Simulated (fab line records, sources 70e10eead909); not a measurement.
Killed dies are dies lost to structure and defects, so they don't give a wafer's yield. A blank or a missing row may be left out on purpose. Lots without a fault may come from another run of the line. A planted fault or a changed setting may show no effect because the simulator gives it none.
Chamber matching | flow nand_harc | NHARC_A_BONDPAD_DEP_00 on pecvd-01: 3 sister chambers
The step deposits SiCN, target thk 250 nm. 3 wafers are shown with their chamber, then 11 later ones without.

WAFERS WITH THEIR CHAMBER
wafer  | chamber | heater_power_w (W)
L083.2 | 2       | 529
L084.5 | 1       | 699
L088.2 | 0       | 479

WAFERS WITHOUT THEIR CHAMBER
wafer  | heater_power_w (W)
L088.3 | 688
L088.5 | 700
L090.2 | 536
L090.5 | 657
L090.6 | 551
L093.1 | 536
L093.2 | 653
L093.5 | 506
L095.4 | 669
L095.5 | 504
L095.6 | 591

WHICH CHAMBER EACH WENT THROUGH
wafer  | from the rows above          | in truth
L088.3 | 1                            | 1
L088.5 | 1                            | 1
L090.2 | can't be placed: 2 or 0      | 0
L090.5 | 1                            | 1
L090.6 | can't be placed: 2 or 0      | 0
L093.1 | can't be placed: 2 or 0      | 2
L093.2 | 1                            | 1
L093.5 | can't be placed: 2 or 0      | 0
L095.4 | 1                            | 1
L095.5 | can't be placed: 0 or 2      | 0
L095.6 | can't be placed: 2 or 1 or 0 | 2
Placed correctly: 5 of 11. Can't be placed from these rows: 6 (the true chamber is among the candidates in 6). Placed wrongly: 0.
How it was worked out, from the rows above alone: a wafer's distance from a chamber is the root of the sum, over the readings, of the square of ((its reading less the chamber's mean) divided by the reading's scatter). The wafer belongs to the nearest chamber; if the next one is less than 2 further off, it can't be placed. A chamber's mean is the mean of its shown wafers. The scatter: with one shown wafer a chamber, the root of the mean of the squares of how far each hidden wafer lies from its nearest shown one.
